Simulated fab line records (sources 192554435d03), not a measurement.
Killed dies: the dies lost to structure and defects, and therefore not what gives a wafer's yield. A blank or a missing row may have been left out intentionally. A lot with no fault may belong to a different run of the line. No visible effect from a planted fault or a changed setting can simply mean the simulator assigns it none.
Which tool did it? -- flow n5 finfet -- 12 lots with 36 wafers sampled at 4 steps, on a route of 1938 steps

== WHAT EACH GAUGE READ, for each wafer ==
N5_BEOL_M7_CD_MEAS_35: the cd target is 40 nm.
lot,measured,on,cd nm (nm)
L075,day 9 07:43,cd sem-02,40.5 40.4 40.3
L077,day 10 08:15,cd sem-02,39.7 40.0 40.0
L079,day 10 12:05,cd sem-02,40.3 38.9 38.6
L081,day 11 01:07,cd sem-03,40.1 40.2 39.7
L082,day 11 08:19,cd sem-03,39.8 40.2 40.2
L085,day 11 16:50,cd sem-03,38.9 38.0 40.6
L087,day 12 14:33,cd sem-03,40.2 40.7 39.9
L089,day 12 19:59,cd sem-03,40.0 40.1 40.2
L090,day 13 03:38,cd sem-03,39.0 39.6 38.8
L093,day 14 02:34,cd sem-03,39.7 39.6 38.8
L094,day 14 23:47,cd sem-01,39.8 40.0 39.0
L097,day 15 05:46,cd sem-01,40.2 39.5 39.7

== TOOL THAT RAN EACH LOT (tool first, then ch and the chambers of the sampled wafers, then the start) ==
lot,N5_BEOL_M7_CURE_74,N5_BEOL_M7_DESCUM_33,N5_BEOL_M7_STRIP_36
L075,"uv cure-03 ch 1, day 9 02:54","rie diel-03 ch 0,1,3, day 9 07:08","rie diel-03 ch 0,1,3, day 9 07:22"
L077,"uv cure-01 ch 2, day 10 03:06","rie diel-02 ch 1,2,3, day 10 07:40","rie diel-02 ch 1,2,3, day 10 07:54"
L079,"uv cure-03 ch 0, day 10 08:24","rie diel-04 ch 1,3, day 10 11:30","rie diel-04 ch 1,3, day 10 11:44"
L081,"uv cure-02 ch 0, day 10 18:17","rie diel-04 ch 1,2, day 11 00:32","rie diel-04 ch 1,2, day 11 00:46"
L082,"uv cure-01 ch 2, day 11 03:55","rie diel-04 ch 0,2,3, day 11 07:44","rie diel-04 ch 0,2,3, day 11 07:58"
L085,"uv cure-03 ch 2, day 11 12:08","rie diel-04 ch 1,2,3, day 11 16:16","rie diel-04 ch 1,2,3, day 11 16:29"
L087,"uv cure-01 ch 0, day 12 07:53","rie diel-04 ch 0,1,2, day 12 13:58","rie diel-04 ch 0,1,2, day 12 14:12"
L089,"uv cure-02 ch 1, day 12 13:35","rie diel-03 ch 0,1,3, day 12 19:24","rie diel-03 ch 0,1,3, day 12 19:38"
L090,"uv cure-02 ch 0, day 12 21:50","rie diel-02 ch 1,3, day 13 03:04","rie diel-02 ch 1,3, day 13 03:17"
L093,"uv cure-01 ch 2, day 13 19:08","rie diel-02 ch 0,2,3, day 14 01:59","rie diel-02 ch 0,2,3, day 14 02:13"
L094,"uv cure-01 ch 0, day 14 17:18","rie diel-03 ch 0,1, day 14 22:55","rie diel-03 ch 0,1, day 14 23:08"
L097,"uv cure-01 ch 0, day 15 01:58","rie diel-04 ch 1,2, day 15 05:11","rie diel-04 ch 1,2, day 15 05:25"
- N5_BEOL_M7_CURE_74: cures SiCOH lowk, time 240 s.
- N5_BEOL_M7_DESCUM_33: chemistry O2, time 7 s.
- N5_BEOL_M7_STRIP_36: strips in N2/H2.

== THE ANSWER, worked out from the rows above alone ==
Rule: the lots themselves supply what counts as usual. The widest of any qualifying gaps counts: lots, ordered by their means at a reading, are off when they make up no more than a third of the lots, leave a main group of 4 or more, and stand apart from it by 3 or more times the standard deviation of that group's means. If all means in a main group match to the digits the tables above print for the reading, that group is not used. A lot without any number at a reading at which 4 lots or more have one is off too. All remaining lots with rows at the step are treated as sound.
No lot is off on any of the readings shown, so nothing can be concluded from this.

== WHAT THE SIMULATOR HAD INSERTED ==
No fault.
